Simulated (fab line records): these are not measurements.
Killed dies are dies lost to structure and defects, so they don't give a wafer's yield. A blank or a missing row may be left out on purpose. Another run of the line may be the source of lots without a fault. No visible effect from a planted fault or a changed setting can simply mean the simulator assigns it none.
fab line records	flow n5_finfet
[record] lots = 24	wafers = 72	last_day = 18
route steps=1938 shown BEOL_M4@1098 BEOL_M5@1126
lots untouched by any fault: they come from a run of this same line in which no faults occurred
start_h: start of the lot's first displayed wafer, in hours after the record's first day	wait_h: hours from the lot's prior step to this one	" the same as in the row above	L1.1+2: several wafers, shown together as one row	- either no value or no given start	* or withheld: withheld	< > ~ a bound
route shown NAME@n: names a module that has steps shown in the file, with the first one's number in the route	usual: the fault-free wafers' mean and standard deviation	same: alike in all rows	chamber/n: place in a boat	sites: per-site readings	_std_site: how widely they spread, as a standard deviation	_edge_site: the outer-site mean with the inner-site mean subtracted	radius_mm: how far each site lies from the wafer's centre	mask NAME#n: copy n	behind: tool/chamber where the wafer was last shaped	hold: the reason the lot was held/the length of the hold in hours/how it ended	device: the n, p or np transistor that did not switch	end of line: the tests these same wafers got at the end of their route	a step without rows: its recipe alone	killed: at the first sort, the dies lost to defects and structure; wafer yield is something else	map: a wafer's dies, x killed, . not, _ none there
set.NAME: the setting that was run; set.NAME@STEP: the one run at that earlier step	model.NAME: the simulator's own value behind a step, which no gauge read
steps of the route over a sample of lots; a table a step, a row a wafer
services: when a tool's chamber went out of use (start_h, in hours from the record's first day, below 0 if earlier), for how many hours, and the reason
[[steps]]
[step N5_BEOL_M4_SPUTTER_94]
[recipe] material = Cu	target_thk_a = 45	temp_c = -20	chamber_pressure_pa = 0.07	power_w = withheld	time_s = 8.29
[usual] chuck_gas_flow_sccm = 1.26/0.052	throttle_valve_pct = 30.0/0.78
lot.wafer	tool	chamber	start_h	wait_h	chuck_gas_flow_sccm	throttle_valve_pct
L074.1	pvd_sputter-01	-	177.85	0.1	1.30	30.3
L074.4	"	-	"	"	1.37	28.8
L074.5	"	-	"	"	1.24	29.2
L075.3	pvd_sputter-03	-	181.30	0.1	1.35	30.0
L075.4	"	-	"	"	1.24	30.3
L075.6	"	-	"	"	1.29	29.9
L076.2	pvd_sputter-02	-	198.88	0.1	1.33	29.6
L076.3	"	-	"	"	1.27	28.6
L076.5	"	-	"	"	1.29	29.8
L078.1	pvd_sputter-01	-	199.08	0.1	1.14	30.2
L078.2	"	-	"	"	1.27	29.1
L078.6	"	-	"	"	1.28	30.4
L077.2	pvd_sputter-01	-	203.30	0.1	1.21	30.2
L077.3	"	-	"	"	1.28	31.5
L077.5	"	-	"	"	1.25	30.3
L079.1	pvd_sputter-03	-	203.89	0.1	1.18	30.0
L079.2	"	-	"	"	1.29	29.9
L079.5	"	-	"	"	1.24	29.8
L080.2	pvd_sputter-03	-	208.86	0.1	1.23	30.6
L080.3	"	-	"	"	1.22	30.3
L080.5	"	-	"	"	1.32	30.4
L081.2	pvd_sputter-03	-	212.32	0.1	1.26	30.5
L081.5	"	-	"	"	1.23	30.1
L081.6	"	-	"	"	1.24	30.5
L083.4	pvd_sputter-02	-	228.26	0.1	1.20	29.0
L083.5	"	-	"	"	1.31	29.7
L083.6	"	-	"	"	1.32	28.9
L082.1	pvd_sputter-02	-	230.10	0.1	1.30	28.7
L082.2	"	-	"	"	1.36	29.8
L082.3	"	-	"	"	1.34	31.2
L085.4	pvd_sputter-01	-	232.90	0.1	1.32	30.2
L085.5	"	-	"	"	1.33	31.4
L085.6	"	-	"	"	1.26	29.3
L084.2	pvd_sputter-03	-	233.42	0.1	1.28	29.8
L084.3	"	-	"	"	1.29	30.3
L084.4	"	-	"	"	1.22	30.1
L086.2	pvd_sputter-03	-	252.80	0.1	1.19	30.0
L086.4	"	-	"	"	1.14	30.3
L086.5	"	-	"	"	1.20	29.7
L087.2	pvd_sputter-02	-	255.62	0.1	1.28	28.6
L087.3	"	-	"	"	1.30	29.9
L087.6	"	-	"	"	1.32	29.0
L088.1	pvd_sputter-03	-	264.00	0.1	1.27	30.0
L088.3	"	-	"	"	1.32	30.1
L088.4	"	-	"	"	1.23	30.5
L090.3	pvd_sputter-02	-	272.40	0.1	1.24	31.4
L090.4	"	-	"	"	1.16	28.6
L090.6	"	-	"	"	1.32	28.4
L089.3	pvd_sputter-01	-	275.64	0.1	1.21	31.0
L089.4	"	-	"	"	1.34	30.4
L089.5	"	-	"	"	1.21	31.4
L092.1	pvd_sputter-03	-	279.20	0.1	1.17	29.8
L092.4	"	-	"	"	1.28	30.6
L092.6	"	-	"	"	1.29	29.5
L091.2	pvd_sputter-03	-	281.04	0.1	1.34	29.8
L091.4	"	-	"	"	1.23	29.5
L091.5	"	-	"	"	1.25	29.8
L093.1	pvd_sputter-02	-	283.99	0.1	1.30	31.0
L093.2	"	-	"	"	1.24	29.0
L093.6	"	-	"	"	1.23	28.5
L094.2	pvd_sputter-01	-	286.77	0.1	1.28	31.1
L094.3	"	-	"	"	1.24	30.2
L094.6	"	-	"	"	1.28	30.2
L095.1	pvd_sputter-03	-	307.98	0.1	1.30	29.8
L095.3	"	-	"	"	1.14	30.6
L095.5	"	-	"	"	1.22	29.7
L096.1	pvd_sputter-01	-	308.18	0.1	1.20	29.9
L096.2	"	-	"	"	1.30	28.9
L096.5	"	-	"	"	1.25	30.1
L097.1	pvd_sputter-01	-	311.12	0.1	1.22	29.9
L097.2	"	-	"	"	1.24	28.7
L097.4	"	-	"	"	1.22	31.2
[step N5_BEOL_M4_THK_MEAS_53]
[recipe] thk_meas_gauge = xrf	reads = Cu_of_BEOL_M4_ECD_50
[usual] M4_THK = 40.1/1.6
lot.wafer	tool	chamber	start_h	wait_h	M4_THK[nm]
L074.1	film_metro-01	-	179.14	-	40.4
L074.4	"	-	"	"	38.0
L074.5	"	-	"	"	39.2
L075.3	film_metro-02	-	182.36	-	40.7
L075.4	"	-	"	"	39.4
L075.6	"	-	"	"	39.0
L076.2	film_metro-01	-	199.91	-	37.5
L076.3	"	-	"	"	39.8
L076.5	"	-	"	"	39.1
L078.1	film_metro-01	-	200.14	-	37.6
L078.2	"	-	"	"	41.4
L078.6	"	-	"	"	40.3
L077.2	film_metro-01	-	205.33	-	38.7
L077.3	"	-	"	"	38.6
L077.5	"	-	"	"	40.1
L079.1	film_metro-01	-	205.35	-	39.6
L079.2	"	-	"	"	38.2
L079.5	"	-	"	"	38.3
L080.2	film_metro-01	-	209.87	-	43.0
L080.3	"	-	"	"	38.0
L080.5	"	-	"	"	40.1
L081.2	film_metro-01	-	213.33	-	40.9
L081.5	"	-	"	"	39.0
L081.6	"	-	"	"	38.7
L083.4	film_metro-02	-	229.27	-	41.2
L083.5	"	-	"	"	39.8
L083.6	"	-	"	"	41.6
L082.1	film_metro-01	-	231.73	-	42.9
L082.2	"	-	"	"	41.6
L082.3	"	-	"	"	43.7
L085.4	film_metro-01	-	233.91	-	40.6
L085.5	"	-	"	"	39.2
L085.6	"	-	"	"	40.3
L084.2	film_metro-02	-	234.43	-	39.8
L084.3	"	-	"	"	38.3
L084.4	"	-	"	"	41.3
L086.2	film_metro-01	-	253.80	-	39.2
L086.4	"	-	"	"	38.4
L086.5	"	-	"	"	39.5
L087.2	film_metro-02	-	256.88	-	38.9
L087.3	"	-	"	"	43.2
L087.6	"	-	"	"	39.2
L088.1	film_metro-01	-	265.00	-	39.3
L088.3	"	-	"	"	38.5
L088.4	"	-	"	"	41.1
L090.3	film_metro-01	-	273.42	-	39.9
L090.4	"	-	"	"	40.6
L090.6	"	-	"	"	41.5
L089.3	film_metro-01	-	276.65	-	39.2
L089.4	"	-	"	"	42.7
L089.5	"	-	"	"	38.9
L092.1	film_metro-01	-	280.21	-	40.8
L092.4	"	-	"	"	42.5
L092.6	"	-	"	"	42.4
L091.2	film_metro-01	-	282.09	-	38.5
L091.4	"	-	"	"	41.0
L091.5	"	-	"	"	40.0
L093.1	film_metro-02	-	285.00	-	41.5
L093.2	"	-	"	"	39.9
L093.6	"	-	"	"	38.9
L094.2	film_metro-02	-	287.78	-	38.2
L094.3	"	-	"	"	37.6
L094.6	"	-	"	"	38.1
L095.1	film_metro-01	-	308.98	-	39.8
L095.3	"	-	"	"	41.6
L095.5	"	-	"	"	41.5
L096.1	film_metro-02	-	309.29	-	41.9
L096.2	"	-	"	"	41.6
L096.5	"	-	"	"	40.7
L097.1	film_metro-01	-	312.13	-	40.3
L097.2	"	-	"	"	42.1
L097.4	"	-	"	"	40.2
[step N5_BEOL_M5_CD_MEAS_11]
[recipe] target_cd_nm = 27.74	landing_energy_ev = 500	detector = se_inlens
[usual] cd_nm = 28.03/0.29
lot.wafer	tool	chamber	start_h	wait_h	cd_nm
L074.1	cd_sem-03	0	182.69	-	28.26
L074.4	"	0	"	"	28.11
L074.5	"	0	"	"	28.21
L075.3	cd_sem-01	0	186.79	-	28.76
L075.4	"	0	"	"	28.54
L075.6	"	0	"	"	28.44
L076.2	cd_sem-02	0	204.36	-	28.37
L076.3	"	0	"	"	28.00
L076.5	"	0	"	"	28.44
L078.1	cd_sem-03	0	204.49	-	28.12
L078.2	"	0	"	"	27.96
L078.6	"	0	"	"	27.96
L077.2	cd_sem-01	0	210.04	-	27.86
L077.3	"	0	"	"	28.36
L077.5	"	0	"	"	27.85
L079.1	cd_sem-02	0	210.07	-	28.03
L079.2	"	0	"	"	28.00
L079.5	"	0	"	"	28.03
L080.2	cd_sem-01	0	212.76	-	28.02
L080.3	"	0	"	"	28.28
L080.5	"	0	"	"	28.30
L081.2	cd_sem-01	0	217.92	-	27.78
L081.5	"	0	"	"	28.33
L081.6	"	0	"	"	27.77
L083.4	cd_sem-02	0	233.76	-	27.77
L083.5	"	0	"	"	28.39
L083.6	"	0	"	"	27.83
L082.1	cd_sem-01	0	234.52	-	27.69
L082.2	"	0	"	"	28.09
L082.3	"	0	"	"	28.21
L085.4	cd_sem-03	0	237.68	-	28.71
L085.5	"	0	"	"	28.29
L085.6	"	0	"	"	28.25
L084.2	cd_sem-03	0	237.92	-	27.50
L084.3	"	0	"	"	27.73
L084.4	"	0	"	"	27.77
L086.2	cd_sem-02	0	258.63	-	27.52
L086.4	"	0	"	"	27.94
L086.5	"	0	"	"	28.03
L087.2	cd_sem-03	0	259.52	-	27.73
L087.3	"	0	"	"	27.78
L087.6	"	0	"	"	28.07
L088.1	cd_sem-02	0	268.15	-	27.97
L088.3	"	0	"	"	27.78
L088.4	"	0	"	"	28.31
L090.3	cd_sem-01	0	277.04	-	28.32
L090.4	"	0	"	"	27.80
L090.6	"	0	"	"	28.28
L089.3	cd_sem-03	0	280.49	-	28.16
L089.4	"	0	"	"	28.10
L089.5	"	0	"	"	28.30
L092.1	cd_sem-01	0	285.34	-	28.10
L092.4	"	0	"	"	28.08
L092.6	"	0	"	"	27.71
L091.2	cd_sem-03	0	286.71	-	28.01
L091.4	"	0	"	"	28.42
L091.5	"	0	"	"	27.86
L093.1	cd_sem-02	0	288.06	-	27.52
L093.2	"	0	"	"	27.64
L093.6	"	0	"	"	27.81
L094.2	cd_sem-02	0	291.43	-	28.63
L094.3	"	0	"	"	28.70
L094.6	"	0	"	"	28.06
L096.1	cd_sem-02	0	312.01	-	28.05
L096.2	"	0	"	"	27.60
L096.5	"	0	"	"	28.05
L095.1	cd_sem-01	0	312.21	-	28.16
L095.3	"	0	"	"	27.84
L095.5	"	0	"	"	28.54
L097.1	cd_sem-01	0	315.18	-	28.11
L097.2	"	0	"	"	28.04
L097.4	"	0	"	"	28.73
[step N5_BEOL_M5_CD_MEAS_28]
[recipe] target_cd_nm = 30.6	landing_energy_ev = 500	detector = se_inlens	target_cd_y_nm = 20	polarity = opening
[usual] cd_nm = 30.6/0.3
lot.wafer	tool	chamber	start_h	wait_h	cd_nm
L074.1	cd_sem-01	0	185.72	-	30.1
L074.4	"	0	"	"	30.3
L074.5	"	0	"	"	30.7
L075.3	cd_sem-02	0	189.30	-	30.0
L075.4	"	0	"	"	30.2
L075.6	"	0	"	"	30.5
L078.1	cd_sem-02	0	205.85	-	30.8
L078.2	"	0	"	"	30.3
L078.6	"	0	"	"	31.0
L076.2	cd_sem-03	0	206.03	-	30.4
L076.3	"	0	"	"	30.8
L076.5	"	0	"	"	30.4
L079.1	cd_sem-01	0	212.01	-	30.4
L079.2	"	0	"	"	30.1
L079.5	"	0	"	"	30.4
L077.2	cd_sem-01	0	212.07	-	30.9
L077.3	"	0	"	"	30.5
L077.5	"	0	"	"	30.7
L080.2	cd_sem-03	0	218.72	-	30.3
L080.3	"	0	"	"	30.5
L080.5	"	0	"	"	30.5
L081.2	cd_sem-01	0	218.89	-	30.4
L081.5	"	0	"	"	30.2
L081.6	"	0	"	"	30.6
L083.4	cd_sem-03	0	236.35	-	31.0
L083.5	"	0	"	"	30.5
L083.6	"	0	"	"	30.6
L082.1	cd_sem-03	0	236.52	-	30.7
L082.2	"	0	"	"	30.7
L082.3	"	0	"	"	30.6
L085.4	cd_sem-02	0	242.78	-	30.6
L085.5	"	0	"	"	30.9
L085.6	"	0	"	"	30.9
L084.2	cd_sem-03	0	242.83	-	29.8
L084.3	"	0	"	"	30.2
L084.4	"	0	"	"	29.9
L087.2	cd_sem-03	0	261.07	-	31.0
L087.3	"	0	"	"	30.7
L087.6	"	0	"	"	31.2
L086.2	cd_sem-03	0	261.25	-	31.4
L086.4	"	0	"	"	30.4
L086.5	"	0	"	"	30.9
L088.1	cd_sem-02	0	269.38	-	30.8
L088.3	"	0	"	"	30.5
L088.4	"	0	"	"	30.4
L090.3	cd_sem-03	0	279.36	-	30.7
L090.4	"	0	"	"	30.5
L090.6	"	0	"	"	30.9
L089.3	cd_sem-03	0	285.44	-	30.5
L089.4	"	0	"	"	30.9
L089.5	"	0	"	"	30.9
L092.1	cd_sem-03	0	286.46	-	31.0
L092.4	"	0	"	"	30.7
L092.6	"	0	"	"	30.9
L093.1	cd_sem-01	0	289.64	-	30.4
L093.2	"	0	"	"	30.5
L093.6	"	0	"	"	30.8
L091.2	cd_sem-01	0	289.82	-	30.7
L091.4	"	0	"	"	30.7
L091.5	"	0	"	"	30.5
L094.2	cd_sem-02	0	293.76	-	30.3
L094.3	"	0	"	"	31.1
L094.6	"	0	"	"	30.5
L096.1	cd_sem-02	0	313.06	-	30.9
L096.2	"	0	"	"	30.9
L096.5	"	0	"	"	30.8
L095.1	cd_sem-02	0	313.17	-	30.6
L095.3	"	0	"	"	30.6
L095.5	"	0	"	"	30.9
L097.1	cd_sem-03	0	318.28	-	30.7
L097.2	"	0	"	"	30.9
L097.4	"	0	"	"	30.4
[step N5_BEOL_M5_ETCH_68]
[recipe] chemistry = N2/H2	target = SOC	target_depth_a = 800	overetch_a = 160	mask_material = SiARC	temp_c = 40	time_s = 120	ion_energy_ev = 200	pressure_mtorr = 30	source_w = 840	bias_w = 150	n2_flow_sccm = 200	h2_flow_sccm = 200
[usual] drypump_motor_current_A = 5.8/0.32	oes_product_au = 0.58/0.039	rf_vpp_V = 523.8/2.7	showerhead_plenum_p_Torr = 2.54/0.084	throttle_valve_pct = 17.86/0.25
lot.wafer	tool	chamber	start_h	wait_h	drypump_motor_current_A	oes_product_au	rf_hours_counter_h	rf_vpp_V	showerhead_plenum_p_Torr	throttle_valve_pct
L074.1	rie_diel-04	3	185.92	0.0	5.0	0.59	123	524.5	2.56	17.48
L074.4	"	0	"	"	5.7	0.62	106	523.6	2.54	17.64
L074.5	"	2	"	"	6.1	0.54	-	518.2	2.43	18.03
L075.3	rie_diel-03	0	189.79	0.0	5.7	0.66	47	528.3	2.69	18.01
L075.4	"	3	"	"	5.9	0.54	218	524.8	2.52	18.02
L075.6	"	2	"	"	5.7	0.59	-	527.1	2.64	18.02
L078.1	rie_diel-01	3	206.08	0.0	5.7	0.58	148	520.4	2.43	17.96
L078.2	"	1	"	"	5.9	0.55	199	519.7	2.44	18.20
L078.6	"	0	"	"	5.8	0.65	-	525.6	2.59	17.58
L076.2	rie_diel-04	3	206.23	0.0	5.1	0.60	128	525.6	2.56	17.47
L076.3	"	0	"	"	5.7	0.61	111	523.9	2.53	17.65
L076.5	"	1	"	"	5.7	0.66	-	521.7	2.46	17.47
L079.1	rie_diel-01	0	212.48	0.0	5.8	0.65	59	524.3	2.59	17.59
L079.2	"	2	"	"	6.4	0.56	185	526.1	2.63	17.81
L079.5	"	2	"	"	6.4	0.56	-	527.4	2.63	17.81
L077.2	rie_diel-01	0	212.97	0.0	5.7	0.65	59	524.1	2.59	17.59
L077.3	"	2	"	"	6.3	0.55	185	525.7	2.63	17.84
L077.5	"	2	"	"	6.4	0.55	-	526.2	2.63	17.84
L080.2	rie_diel-01	3	218.92	0.0	5.7	0.58	151	519.4	2.43	17.97
L080.3	"	0	"	"	5.8	0.64	61	523.9	2.59	17.59
L080.5	"	1	"	"	5.9	0.55	-	520.1	2.44	18.23
L081.2	rie_diel-04	3	219.22	0.0	5.1	0.60	132	525.0	2.56	17.48
L081.5	"	0	"	"	5.7	0.60	-	524.9	2.53	17.66
L081.6	"	3	"	"	5.1	0.59	-	525.5	2.56	17.49
L083.4	rie_diel-01	3	236.55	0.0	5.7	0.59	155	519.9	2.43	17.96
L083.5	"	1	"	"	5.9	0.55	-	521.0	2.44	18.24
L083.6	"	2	"	"	6.3	0.55	-	525.4	2.62	17.84
L082.1	rie_diel-04	2	237.00	0.0	6.0	0.53	231	519.6	2.42	18.06
L082.2	"	1	"	"	5.7	0.65	79	522.4	2.46	17.48
L082.3	"	3	"	"	5.0	0.59	138	524.9	2.56	17.50
L085.4	rie_diel-01	3	242.98	0.0	5.7	0.58	157	521.0	2.43	17.98
L085.5	"	0	"	"	5.8	0.64	-	525.1	2.59	17.61
L085.6	"	1	"	"	5.9	0.55	-	518.8	2.44	18.25
L084.2	rie_diel-03	2	243.14	0.0	5.7	0.56	165	526.9	2.63	18.05
L084.3	"	1	"	"	5.4	0.60	123	523.0	2.54	17.56
L084.4	"	0	"	"	5.7	0.65	61	527.5	2.69	18.02
L087.2	rie_diel-01	3	261.27	0.0	5.7	0.58	163	520.6	2.43	17.98
L087.3	"	0	"	"	5.8	0.63	75	524.4	2.58	17.61
L087.6	"	3	"	"	5.7	0.57	-	519.7	2.43	17.98
L086.2	rie_diel-03	0	261.69	0.0	5.7	0.64	69	527.2	2.68	18.03
L086.4	"	3	"	"	5.9	0.53	240	521.7	2.51	18.08
L086.5	"	1	"	"	5.3	0.60	-	523.1	2.54	17.56
L088.1	rie_diel-03	3	269.77	0.0	5.9	0.52	243	524.0	2.51	18.07
L088.3	"	1	"	"	5.4	0.60	132	523.3	2.54	17.58
L088.4	"	0	"	"	5.7	0.63	71	527.1	2.68	18.02
L090.3	rie_diel-03	0	279.78	0.0	5.8	0.64	74	527.7	2.68	18.04
L090.4	"	1	"	"	5.4	0.60	134	525.0	2.53	17.58
L090.6	"	1	"	"	5.3	0.60	-	523.6	2.53	17.58
L089.3	rie_diel-03	1	285.77	0.0	5.3	0.60	136	524.9	2.53	17.56
L089.4	"	0	"	"	5.7	0.64	76	528.4	2.68	18.05
L089.5	"	3	"	"	5.9	0.53	-	522.8	2.51	18.09
L092.1	rie_diel-03	1	286.66	0.0	5.4	0.60	136	523.9	2.53	17.59
L092.4	"	2	"	"	5.7	0.57	179	526.4	2.62	18.07
L092.6	"	0	"	"	5.7	0.64	-	528.4	2.68	18.04
L093.1	rie_diel-03	3	289.84	0.0	5.9	0.52	249	523.4	2.51	18.10
L093.2	"	1	"	"	5.4	0.59	137	523.7	2.53	17.58
L093.6	"	1	"	"	5.4	0.60	-	524.4	2.53	17.57
L091.2	rie_diel-01	0	290.02	0.0	5.8	0.63	84	524.0	2.58	17.62
L091.4	"	1	"	"	5.9	0.54	226	520.7	2.43	18.26
L091.5	"	2	"	"	6.3	0.54	-	526.4	2.62	17.87
L094.2	rie_diel-04	2	293.98	0.0	6.1	0.52	248	520.7	2.41	18.08
L094.3	"	3	"	"	5.0	0.58	155	522.4	2.55	17.52
L094.6	"	1	"	"	5.7	0.63	-	521.5	2.45	17.50
L096.1	rie_diel-03	2	313.26	0.0	5.6	0.56	190	526.4	2.62	18.10
L096.2	"	1	"	"	5.4	0.59	147	525.9	2.53	17.58
L096.5	"	2	"	"	5.6	0.56	-	525.2	2.62	18.09
L095.1	rie_diel-01	0	313.37	0.0	5.8	0.62	92	524.6	2.58	17.62
L095.3	"	1	"	"	5.9	0.53	233	519.1	2.43	18.29
L095.5	"	2	"	"	6.3	0.54	-	526.6	2.61	17.87
L097.1	rie_diel-04	0	318.59	0.0	5.7	0.58	147	524.5	2.52	17.72
L097.2	"	1	"	"	5.7	0.62	107	520.3	2.45	17.54
L097.4	"	3	"	"	5.0	0.58	-	523.6	2.54	17.54
[step N5_BEOL_M5_CURE_80]
[recipe] temp_c = 370	time_s = 120	ambient = DMADMS/He	material = SiCOH_lowk
[usual] lamp_power_pct = 52.31/0.059	wafer_temp_C_max = 371.7/0.52
lot.wafer	tool	chamber	start_h	wait_h	lamp_power_pct	wafer_temp_C_max
L074.1	uv_cure-01	2	186.46	0.0	52.32	371.6
L074.4	"	2	"	"	52.39	372.2
L074.5	"	2	"	"	52.26	371.8
L075.3	uv_cure-01	0	190.42	0.1	52.31	371.0
L075.4	"	0	"	"	52.27	371.4
L075.6	"	0	"	"	52.36	370.7
L078.1	uv_cure-02	0	206.62	0.0	52.38	371.2
L078.2	"	0	"	"	52.39	371.4
L078.6	"	0	"	"	52.30	371.2
L076.2	uv_cure-03	1	207.26	0.5	52.26	372.4
L076.3	"	1	"	"	52.18	372.1
L076.5	"	1	"	"	52.39	371.4
L079.1	uv_cure-01	2	213.30	0.3	52.28	371.3
L079.2	"	2	"	"	52.25	371.0
L079.5	"	2	"	"	52.23	371.5
L077.2	uv_cure-01	2	214.13	0.7	52.27	372.0
L077.3	"	2	"	"	52.34	372.1
L077.5	"	2	"	"	52.39	371.9
L080.2	uv_cure-03	1	219.88	0.5	52.38	370.9
L080.3	"	1	"	"	52.36	371.3
L080.5	"	1	"	"	52.28	371.5
L081.2	uv_cure-01	0	220.17	0.5	52.27	371.4
L081.5	"	0	"	"	52.32	371.7
L081.6	"	0	"	"	52.33	371.3
L083.4	uv_cure-03	1	237.39	0.3	52.43	371.7
L083.5	"	1	"	"	52.29	371.5
L083.6	"	1	"	"	52.27	372.0
L082.1	uv_cure-01	1	237.90	0.4	52.43	371.7
L082.2	"	1	"	"	52.39	371.9
L082.3	"	1	"	"	52.25	373.0
L085.4	uv_cure-01	1	243.66	0.2	52.37	372.4
L085.5	"	1	"	"	52.27	372.5
L085.6	"	1	"	"	52.28	372.3
L084.2	uv_cure-02	0	243.73	0.1	52.39	371.5
L084.3	"	0	"	"	52.32	371.6
L084.4	"	0	"	"	52.35	371.3
L087.2	uv_cure-01	2	261.95	0.2	52.23	371.0
L087.3	"	2	"	"	52.28	371.6
L087.6	"	2	"	"	52.26	371.6
L086.2	uv_cure-02	1	262.33	0.1	52.32	372.2
L086.4	"	1	"	"	52.21	372.2
L086.5	"	1	"	"	52.36	372.0
L088.1	uv_cure-03	1	270.30	0.0	52.25	371.3
L088.3	"	1	"	"	52.31	371.7
L088.4	"	1	"	"	52.31	372.5
L090.3	uv_cure-01	1	280.43	0.1	52.28	372.5
L090.4	"	1	"	"	52.32	371.9
L090.6	"	1	"	"	52.37	372.3
L089.3	uv_cure-02	1	286.54	0.3	52.29	372.4
L089.4	"	1	"	"	52.32	372.0
L089.5	"	1	"	"	52.18	372.2
L092.1	uv_cure-02	0	287.19	0.0	52.23	371.4
L092.4	"	0	"	"	52.33	371.4
L092.6	"	0	"	"	52.34	371.2
L093.1	uv_cure-02	0	290.37	0.0	52.40	371.3
L093.2	"	0	"	"	52.33	370.6
L093.6	"	0	"	"	52.38	370.9
L091.2	uv_cure-03	0	290.65	0.1	52.32	371.1
L091.4	"	0	"	"	52.24	371.1
L091.5	"	0	"	"	52.30	370.9
L094.2	uv_cure-01	2	294.57	0.1	52.32	371.8
L094.3	"	2	"	"	52.33	371.6
L094.6	"	2	"	"	52.36	371.7
L096.1	uv_cure-01	1	313.79	0.0	52.26	371.7
L096.2	"	1	"	"	52.38	372.2
L096.5	"	1	"	"	52.28	371.7
L095.1	uv_cure-02	2	313.90	0.0	52.27	372.0
L095.3	"	2	"	"	52.32	372.2
L095.5	"	2	"	"	52.37	372.5
L097.1	uv_cure-02	0	319.24	0.2	52.31	371.2
L097.2	"	0	"	"	52.24	371.1
L097.4	"	0	"	"	52.28	371.5
[[services]]
tool	chamber	start_h	hours	kind
uv_cure-01	-	158.30	1.0	pm
rie_diel-04	2	163.49	3.9	repair
uv_cure-01	-	201.18	7.5	pm
rie_diel-01	-	207.15	2.3	repair
uv_cure-02	-	211.34	5.0	pm
uv_cure-02	-	216.34	7.5	pm
uv_cure-02	-	228.90	3.4	pm
rie_diel-01	-	229.78	2.5	repair
uv_cure-02	-	233.65	6.0	pm
rie_diel-03	-	262.64	0.5	repair
uv_cure-03	-	265.82	1.0	pm
uv_cure-02	-	272.40	7.0	repair
rie_diel-04	0	289.58	7.4	repair
rie_diel-03	3	292.15	-	clean
rie_diel-03	3	292.15	-	consumable_replace:focus_ring
rie_diel-03	3	292.15	28.0	scheduled_down
rie_diel-03	3	292.15	28.0	vent_cycle
rie_diel-04	2	306.17	5.3	repair
rie_diel-04	2	311.66	-	clean
rie_diel-04	2	311.66	-	consumable_replace:focus_ring
rie_diel-04	2	311.66	-	consumable_replace:showerhead
rie_diel-04	2	311.66	12.8	scheduled_down
rie_diel-04	2	311.66	12.8	vent_cycle
[[key]]
fault none
